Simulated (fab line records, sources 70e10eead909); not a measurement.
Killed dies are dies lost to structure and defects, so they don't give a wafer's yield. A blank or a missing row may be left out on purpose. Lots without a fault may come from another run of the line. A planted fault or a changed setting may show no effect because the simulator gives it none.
fab line records | flow nand_harc | part 2 of 2: steps 29 to 39 of 39
record lots=5 wafers=15 last_day=32
route steps=1302 shown A_STAIRCASE@791
lots that met no fault: from a run of the same line without faults
start_h: hours from the record's first day to the start of the lot's first wafer shown | wait_h: hours since the lot's step before | " the same as in the row above | L1.1+2: a row that stands for several wafers | - no value, or no start given | * or withheld: withheld | < > ~ a bound
route shown NAME@n: a module of which the file shows steps, and the number in the route of the first | usual: mean/standard deviation of fault-free wafers | same: alike in all rows | chamber/n: place in a boat | sites: the reading at each site | _std_site: their standard deviation | _edge_site: outer sites' mean less inner sites' | radius_mm: how far each site lies from the wafer's centre | mask NAME#n: copy n | behind: the tool/chamber that last shaped the wafer | hold: why the lot was held/for how many hours/how that ended | device: the transistor (n, p or np) that didn't switch | end of line: the same wafers' tests at the end of the route | a step without rows: its recipe alone | killed: dies lost to structure and defects at the first sort, not the wafer's yield | map: a wafer's dies, x killed, . not, _ none there
set.NAME: the setting as run; set.NAME@STEP: as run at that earlier step | model.NAME: the simulator's own value behind a step, which no gauge read
lots at some steps of the route; a table a step, a row a wafer
services: from which hour (start_h, from the record's first day; less than 0 if before it) a tool's chamber was out of use, for how many hours, and why
## steps
# step NHARC_A_STAIRCASE_COAT_304
# recipe spin_rpm=1200
# columns lot.wafer tool chamber start_h wait_h
L074.3+4+5 litho_track-03 0 - -
L081.2+4+5 litho_track-02 0 - -
L091.3+4+6 litho_track-02 0 - -
L090.2+4+6 litho_track-03 0 - -
L093.2+3+4 litho_track-02 0 - -
# step NHARC_A_STAIRCASE_SOFTBAKE_305
# recipe temp_c=135 time_s=170
# columns lot.wafer tool chamber start_h wait_h
L074.3+4+5 litho_track-03 0 - -
L081.2+4+5 litho_track-02 0 - -
L091.3+4+6 litho_track-02 0 - -
L090.2+4+6 litho_track-03 0 - -
L093.2+3+4 litho_track-02 0 - -
# step NHARC_A_STAIRCASE_EBR_306
# columns lot.wafer tool chamber start_h wait_h
L074.3+4+5 litho_track-03 0 - -
L081.2+4+5 litho_track-02 0 - -
L091.3+4+6 litho_track-02 0 - -
L090.2+4+6 litho_track-03 0 - -
L093.2+3+4 litho_track-02 0 - -
# step NHARC_A_STAIRCASE_EXPOSE_307
# recipe na=0.5 dose_mj=45.72 mask_id=CHOP_50
# usual focus_offset_nm=0.1/0.51
# columns lot.wafer tool chamber start_h wait_h mask focus_offset_nm
L074.3 krf_scanner-01 0 387.56 - CHOP_50#0 -1.0
L074.4 " 0 " " CHOP_50#0 -0.5
L074.5 " 0 " " CHOP_50#0 -0.2
L081.2 krf_scanner-03 0 448.99 - CHOP_50#0 0.8
L081.4 " 0 " " CHOP_50#0 0.7
L081.5 " 0 " " CHOP_50#0 0.9
L091.3 krf_scanner-03 0 548.82 - CHOP_50#0 0.1
L091.4 " 0 " " CHOP_50#0 0.9
L091.6 " 0 " " CHOP_50#0 0.4
L090.2 krf_scanner-01 0 552.97 - CHOP_50#0 0.6
L090.4 " 0 " " CHOP_50#0 -0.4
L090.6 " 0 " " CHOP_50#0 0.9
L093.2 krf_scanner-03 0 587.11 - CHOP_50#0 0.9
L093.3 " 0 " " CHOP_50#0 0.1
L093.4 " 0 " " CHOP_50#0 0.4
# step NHARC_A_STAIRCASE_PEB_308
# recipe peb_temp_c=115 peb_time_s=130
# columns lot.wafer tool chamber start_h wait_h
L074.3+4+5 litho_track-02 0 387.62 0.1
L081.2+4+5 litho_track-03 0 449.05 0.1
L091.3+4+6 litho_track-07 0 548.88 0.1
L090.2+4+6 litho_track-07 0 553.03 0.1
L093.2+3+4 litho_track-02 0 587.18 0.1
# step NHARC_A_STAIRCASE_DEVELOP_309
# recipe time_s=140
# columns lot.wafer tool chamber start_h wait_h
L074.3+4+5 litho_track-02 0 - -
L081.2+4+5 litho_track-03 0 - -
L091.3+4+6 litho_track-07 0 - -
L090.2+4+6 litho_track-07 0 - -
L093.2+3+4 litho_track-02 0 - -
# step NHARC_A_STAIRCASE_HARDBAKE_311
# recipe temp_c=120 time_s=140
# columns lot.wafer tool chamber start_h wait_h
L074.3+4+5 litho_track-03 0 387.85 -
L081.2+4+5 litho_track-02 0 449.27 -
L091.3+4+6 litho_track-07 0 549.11 -
L090.2+4+6 litho_track-02 0 553.25 -
L093.2+3+4 litho_track-03 0 587.40 -
# step NHARC_A_STAIRCASE_DESCUM_312
# recipe time_s=3 o2_flow_sccm=200 ar_flow_sccm=0 bias_power_w=0 chemistry=O2
# usual drypump_motor_current_A=5.7/0.43 oes_product_au=1.004/0.0076 rf_vpp_V=57.9/0.9 showerhead_plenum_p_Torr=1.94/0.064 throttle_valve_pct=11.311/0.0093
# columns lot.wafer tool chamber start_h wait_h drypump_motor_current_A oes_product_au rf_hours_counter_h rf_vpp_V showerhead_plenum_p_Torr throttle_valve_pct
L074.3 rie_diel-05 1 387.97 - 6.1 0.998 50 59.1 1.80 11.302
L074.4 " 2 " " 4.9 1.002 53 58.4 2.02 11.316
L074.5 " 0 " " 5.3 0.995 - 56.4 1.95 11.317
L081.2 rie_diel-10 2 449.38 - 5.8 1.005 7 59.5 2.02 11.323
L081.4 " 1 " " 6.4 1.011 - 57.5 1.96 11.316
L081.5 " 2 " " 5.8 1.019 - 59.5 2.02 11.318
L091.3 rie_diel-10 2 549.19 - 5.8 1.000 43 58.1 2.01 11.327
L091.4 " 0 " " 5.0 1.005 38 57.8 1.92 11.306
L091.6 " 3 " " 5.9 1.008 - 57.6 1.83 11.306
L090.4 rie_diel-01 3 553.34 - 5.9 1.007 54 58.3 1.93 11.303
L090.2 " 2 " " 5.5 1.019 58 56.1 1.91 11.302
L090.6 " 3 " " 5.8 1.007 - 56.7 1.93 11.311
L093.3 rie_diel-01 0 587.49 - 5.5 0.989 7 58.0 1.93 11.308
L093.2 " 1 " " 6.1 1.002 7 58.7 2.02 11.290
L093.4 " 2 " " 5.5 0.995 6 57.0 1.91 11.322
# step NHARC_A_STAIRCASE_ETCH_313
# recipe cf4_flow_sccm=100 chf3_flow_sccm=30 ar_flow_sccm=0 rf_w=500 bias_w=200 chemistry=CF4/CHF3
# usual drypump_motor_current_A=5.7/0.41 oes_product_au=0.936/0.018 rf_vpp_V=371.3/2 showerhead_plenum_p_Torr=1.59/0.051 throttle_valve_pct=16.802/0.0097
# columns lot.wafer tool chamber start_h wait_h drypump_motor_current_A oes_product_au rf_hours_counter_h rf_vpp_V showerhead_plenum_p_Torr throttle_valve_pct
L074.3 rie_diel-05 1 390.98 3.0 6.1 0.930 52 366.6 1.49 16.821
L074.4 " 1 " " 6.1 0.926 - 369.4 1.49 16.796
L074.5 " 2 " " 4.8 0.932 - 373.6 1.66 16.799
L081.2 rie_diel-10 2 449.49 0.1 5.8 0.939 7 372.5 1.65 16.792
L081.5 " 2 " " 5.9 0.920 - 373.2 1.65 16.806
L081.4 " 1 " " 6.4 0.925 - 371.0 1.61 16.802
L091.3 rie_diel-10 3 549.28 0.1 5.8 0.968 45 368.4 1.51 16.785
L091.4 " 1 " " 6.4 0.979 41 372.0 1.60 16.809
L091.6 " 2 " " 5.8 0.971 - 373.8 1.65 16.793
L090.2 rie_diel-01 1 553.43 0.1 6.2 0.930 54 372.2 1.66 16.807
L090.4 " 2 " " 5.5 0.930 58 371.7 1.57 16.798
L090.6 " 1 " " 6.1 0.924 - 373.9 1.66 16.801
L093.4 rie_diel-01 2 587.58 0.1 5.5 0.928 6 370.3 1.57 16.780
L093.2 " 3 " " 5.9 0.927 6 371.3 1.59 16.831
L093.3 " 0 " " 5.5 0.918 7 370.9 1.59 16.804
# step NHARC_A_STAIRCASE_HM_OPEN_463
# recipe o2_flow_sccm=400 cos_flow_sccm=20 ar_flow_sccm=0 rf_w=500 bias_w=300 chemistry=O2/COS
# usual drypump_motor_current_A=5.7/0.43 oes_product_au=1.003/0.0069 rf_vpp_V=468.0/2.2 showerhead_plenum_p_Torr=3.16/0.1 throttle_valve_pct=28.330/0.0094
# columns lot.wafer tool chamber start_h wait_h drypump_motor_current_A oes_product_au rf_hours_counter_h rf_vpp_V showerhead_plenum_p_Torr throttle_valve_pct
L074.3 rie_diel-05 3 - - 5.3 1.007 52 464.3 3.02 28.334
L074.4 " 3 " " 5.3 1.003 - 464.9 3.02 28.345
L074.5 " 2 " " 4.8 0.998 - 470.8 3.29 28.315
L081.2 rie_diel-10 3 - - 5.8 1.008 6 465.6 3.02 28.334
L081.5 " 1 " " 6.5 1.011 - 469.0 3.19 28.336
L081.4 " 3 " " 5.9 1.013 - 464.6 3.02 28.310
L091.4 rie_diel-10 0 - - 5.0 1.012 38 467.2 3.13 28.355
L091.3 " 2 " " 5.8 1.006 43 469.0 3.26 28.332
L091.6 " 1 " " 6.4 1.007 - 468.4 3.17 28.338
L090.4 rie_diel-01 0 - - 5.5 1.002 50 469.5 3.15 28.316
L090.2 " 1 " " 6.1 1.000 54 471.0 3.29 28.333
L090.6 " 2 " " 5.5 1.009 - 465.1 3.12 28.336
L093.3 rie_diel-01 3 - - 5.8 0.993 6 468.7 3.15 28.319
L093.2 " 0 " " 5.5 0.989 7 467.8 3.15 28.325
L093.4 " 1 " " 6.2 1.002 8 471.4 3.28 28.322
# step NHARC_A_STAIRCASE_STRIP_464
# recipe o2_flow_sccm=400 cos_flow_sccm=20 ar_flow_sccm=0 bias_w=0 chemistry=O2/COS
# columns lot.wafer tool chamber start_h wait_h
L074.3+4+5 rie_diel-05 1,2,3 - -
L081.2+5+4 rie_diel-10 2,3,2 - -
L091.4+3+6 rie_diel-10 1,3,1 - -
L090.4+2+6 rie_diel-01 2,0,3 - -
L093.3+2+4 rie_diel-01 0,1,2 - -
## services
# columns tool chamber start_h hours kind
pecvd-01 2 365.08 4.3 repair
krf_scanner-01 - 366.42 2.4 repair
rie_diel-10 1 374.92 1.3 repair
rie_diel-10 2 379.05 2.2 repair
rie_diel-01 - 381.64 9.0 pm
litho_track-02 - 402.00 7.0 pm
rie_diel-05 - 406.83 9.0 pm
rie_diel-10 - 419.66 9.0 pm
acl_dep-02 - 424.73 13.0 pm
rie_diel-05 - 425.45 2.7 repair
litho_track-07 - 426.00 7.0 pm
rie_diel-01 - 427.65 0.6 repair
litho_track-03 - 450.01 7.0 pm
wet_bench-01 - 453.60 8.0 pm
krf_scanner-01 - 473.49 0.3 repair
krf_scanner-01 - 484.02 4.0 pm
acl_dep-03 - 487.87 13.0 pm
pecvd-01 - 492.56 2.3 repair
wet_bench-07 - 496.51 8.0 pm
pecvd-01 - 498.23 13.0 pm
krf_scanner-01 - 557.36 1.6 repair
rie_diel-01 - 558.64 9.0 pm
litho_track-02 - 577.00 7.0 pm
rie_diel-05 - 583.83 9.0 pm
